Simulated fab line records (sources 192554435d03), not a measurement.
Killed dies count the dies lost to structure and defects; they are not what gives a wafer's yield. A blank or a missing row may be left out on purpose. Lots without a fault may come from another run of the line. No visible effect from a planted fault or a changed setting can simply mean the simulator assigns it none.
A struck lot beside a sound one | flow n5Finfet | 20 steps out of a route of 1938
Sound: the wafers L633.1, L633.3, L633.4. Wafers L649.1, L649.4, L649.5 were the ones struck. The cause is given at the end.
Order at every step that has rows: each side's tool, ch and its chambers, its first start. Under that, the readings that differ: sound wafers | struck wafers | difference of the means | sigmas: that difference in standard deviations of wafers without a fault.
alike: a reading whose means differ by less than 2 such deviations, as well as words and numbers matching on both sides. not compared: withheld readings; readings where some wafer has no value; bounds like >300 that might hide an equal value; numbers whose values overlap and for which the record gives no deviation.
The two part at a step that has a row with sigmas, a row that says differs or no value, or rows on one side only. Non-overlapping numbers with no deviation appear without sigmas and do not part them. Lack of a reading on every wafer of one side parts them only where that side has two or more wafers.

first, 2 steps without rows for these wafers: N5_BEOL_M4_STRIP_65 (strips in N2/H2); N5_BEOL_M4_STRIP_75 (strips in N2/H2).
N5_BEOL_M4_STRIP_66: strips in CF4.
  sound on rieDiel-04 ch 0,1,2, day 7 13:28; struck on rieDiel-04 ch 2,3, day 12 02:47
reading                      | sound          | struck         | difference | sigmas
showerheadPlenumPTorr (Torr) | 1.69 1.76 1.71 | 1.81 1.91 1.81 | +0.12      | +2
  alike: drypumpMotorCurrentA, oesProductAu, powerW, rfFwdPowerW, rfVppV, throttleValvePct
  not compared: rfHoursCounterH
N5_BEOL_M4_HM_OPEN_17: chemistry Cl2/BCl3, target TiN, target depth 20 nm, overetch 6 nm.
  sound on rieMetal-01 ch 0,1, day 7 13:31; struck on rieMetal-02 ch 0,1, day 12 02:50
reading                  | sound       | struck      | difference | sigmas
drypumpMotorCurrentA (A) | 5.4 5.6 5.4 | 6.4 6.4 6.3 | +0.9       | +2
  alike: bcl3FlowSccm, oesProductAu, rfFwdPowerW, throttleValvePct
  not compared: rfHoursCounterH
N5_BEOL_M4_STRIP_19: strips in O2.
  sound on rieDiel-04 ch 0,1,2, day 7 13:44; struck on rieDiel-02 ch 0,1,3, day 12 02:56
  alike: drypumpMotorCurrentA, oesProductAu, rfVppV, showerheadPlenumPTorr, throttleValvePct
  not compared: rfHoursCounterH
N5_BEOL_M4_CD_MEAS_18: pitch 36 nm, target cd 18 nm.
  sound on cdSem-02 at day 7 13:49; struck on cdSem-02 at day 12 03:01
  alike: cdNm
then, 6 steps without rows for these wafers: N5_BEOL_M4_COAT_67 (time 60 s, resist thk 60 nm); N5_BEOL_M4_COAT_68 (time 60 s, resist thk 12 nm); N5_BEOL_M4_COAT_76 (time 60 s, resist thk 5 nm); N5_BEOL_M4_COAT_22 (resist thk 30 nm); N5_BEOL_M4_EBR_24; N5_BEOL_M4_SOFTBAKE_23 (time 60 s).
N5_BEOL_M4_EXPOSE_25: exposes mask V3, defocus 5 nm.
  sound on euvScanner-02 ch 0, day 7 13:59; struck on euvScanner-01 ch 0, day 12 03:23
reading                       | sound          | struck | difference | sigmas
model.BEOL_M4.overlayXNm (nm) | -0.2 -0.2 -0.2 | 4 4 4  | +4         | 
  alike: mask
then, 2 steps without rows for these wafers: N5_BEOL_M4_PEB_26 (peb time 60 s); N5_BEOL_M4_DEVELOP_27 (develop time 30 s).
N5_BEOL_M4_CD_MEAS_28: target cd 26.2 nm, target cd y 24.1 nm.
  sound on cdSem-01 ch 0, day 7 14:08; struck on cdSem-03 ch 0, day 12 03:32
  alike: cdNm
N5_BEOL_M4_OVL_MEAS_29:
  sound on overlay-01 ch 0, day 7 14:10; struck on overlay-01 ch 0, day 12 03:34
reading     | sound        | struck      | difference | sigmas
V3_OVL (nm) | 0.4 -0.1 0.4 | 3.9 4.5 3.6 | +3.8       | +5
N5_BEOL_M4_INSPECT_30: inspects for defects (brightfield).
  sound on defectInspect-02 at day 7 14:13; struck on defectInspect-01 at day 12 03:37
  alike: rawDefectCount
N5_BEOL_M4_RC_MEAS_101:
  sound on prober-01 ch 0, day 7 23:14; struck on prober-01 ch 0, day 12 13:17
  alike: DIBL_N, DIBL_P, IOFF_N, IOFF_P, ION_N, ION_P, SS_N, SS_P, VT_N, VT_P
after that, 1 step had no rows for these wafers: N5_PASSIVATION_PROBE_49.

== WHERE THEY PART ==
Earliest at N5_BEOL_M4_STRIP_66; latest, in this record, at N5_BEOL_M4_OVL_MEAS_29. Later steps at which nothing parts them and some readings are alike: N5_BEOL_M4_INSPECT_30, N5_BEOL_M4_RC_MEAS_101.

WHY: the cause the simulator had injected
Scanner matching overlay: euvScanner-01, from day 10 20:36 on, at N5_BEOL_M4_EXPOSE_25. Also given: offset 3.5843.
